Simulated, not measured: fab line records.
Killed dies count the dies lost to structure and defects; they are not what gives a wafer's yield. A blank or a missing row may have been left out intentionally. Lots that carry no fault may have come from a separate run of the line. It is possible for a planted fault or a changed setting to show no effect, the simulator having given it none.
Chamber matching    flow n5-finfet    N5_BEOL_M7_CURE_75 on uv-cure-03: 3 sister chambers
The step cures SiCOH lowk, time 120 s. 3 wafers are shown with their chamber, then 12 later ones without.

## EACH WAFER AND ITS CHAMBER
wafer   chamber  wafer_temp_C_max
L085.4  2        371.5
L087.6  1        373.2
L090.5  0        371.5

## WAFERS WITH NO CHAMBER GIVEN
wafer   wafer_temp_C_max
L091.3  371.7
L091.4  371.7
L091.6  371.7
L092.1  372.0
L092.3  371.3
L092.6  371.5
L094.1  372.9
L094.2  373.1
L094.3  372.6
L097.3  372.0
L097.4  371.8
L097.6  371.4

## CHAMBER TAKEN BY EACH
wafer   from the rows above           in truth
L091.3  can't be placed: 0 or 2       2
L091.4  can't be placed: 0 or 2       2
L091.6  can't be placed: 0 or 2       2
L092.1  can't be placed: 0 or 2       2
L092.3  can't be placed: 0 or 2       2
L092.6  can't be placed: 0 or 2       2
L094.1  1                             1
L094.2  1                             1
L094.3  can't be placed: 1 or 0 or 2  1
L097.3  can't be placed: 0 or 2       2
L097.4  can't be placed: 0 or 2       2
L097.6  can't be placed: 0 or 2       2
Correct placement for 2 of the 12. These rows do not allow placing 10 (true chamber among the candidates in 10). Number placed wrongly: 0.
How it was worked out, from the rows above alone: a wafer's distance from a chamber is the root of the sum, over the readings, of the square of ((its reading less the chamber's mean) divided by the reading's scatter). The wafer belongs to the nearest chamber; if the next one is less than 2 further off, it can't be placed. A chamber's mean is the mean of its shown wafers. The scatter: with one shown wafer a chamber, the root of the mean of the squares of how far each hidden wafer lies from its nearest shown one.
